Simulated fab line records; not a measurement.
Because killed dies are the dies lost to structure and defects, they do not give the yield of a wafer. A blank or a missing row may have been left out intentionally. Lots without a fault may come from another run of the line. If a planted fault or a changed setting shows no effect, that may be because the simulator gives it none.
Matching of chambers ; flow n5 finfet ; 3 sister chambers for N5_BEOL_M5_PRE_CLEAN_77 on cvd co-02
The step time 15 s. 39 wafers are shown with their chamber, then 12 later ones without.

== EACH WAFER AND ITS CHAMBER ==
wafer;chamber;heater power w (W)
L074.1;0;85
L074.2;2;100
L074.3;1;132
L074.4;1;131
L074.5;0;84
L074.6;2;99
L076.1;2;99
L076.3;1;129
L076.6;2;99
L081.1;1;129
L081.2;0;86
L081.4;1;130
L079.1;1;133
L079.5;1;130
L079.6;0;85
L080.1;2;98
L080.3;0;86
L080.5;1;128
L082.2;1;128
L082.3;2;101
L082.4;1;133
L084.3;2;97
L084.4;2;98
L084.6;1;128
L085.1;1;132
L085.2;0;86
L085.3;2;99
L085.4;1;135
L085.5;2;101
L085.6;0;87
L087.2;2;100
L087.5;2;98
L087.6;1;128
L091.2;1;130
L091.3;0;86
L091.5;0;82
L089.1;1;129
L089.4;0;84
L089.6;1;126

SIGNATURES (averages over the wafers above)
reading;chamber 0;chamber 1;chamber 2;scatter within a chamber
heater power w;85.10;130.06;99.08;1.85
Rule: for each reading, subtract the chamber's mean from the wafer's reading, divide by that reading's scatter and square the result; add these up over the readings and take the root, which gives the wafer's distance from the chamber. The wafer belongs to the nearest chamber; if the next one is less than 2 further off, it can't be placed. The scatter: take each reading less its chamber's mean, square it, sum over the shown wafers, divide by the number of wafers less the number of chambers, and take the root.

== WAFERS MISSING THEIR CHAMBER ==
wafer;heater power w (W)
L090.1;133
L090.2;85
L090.3;100
L090.4;98
L090.5;132
L090.6;85
L095.2;135
L095.5;133
L095.6;97
L097.2;85
L097.3;101
L097.6;133

== WHICH CHAMBER EACH ONE RAN IN ==
wafer;from the rows above;in truth
L090.1;1;1
L090.2;0;0
L090.3;2;2
L090.4;2;2
L090.5;1;1
L090.6;0;0
L095.2;1;1
L095.5;1;1
L095.6;2;2
L097.2;0;0
L097.3;2;2
L097.6;1;1
Correctly placed: 12 of 12. Can't be placed from these rows: 0. Number placed wrongly: 0.
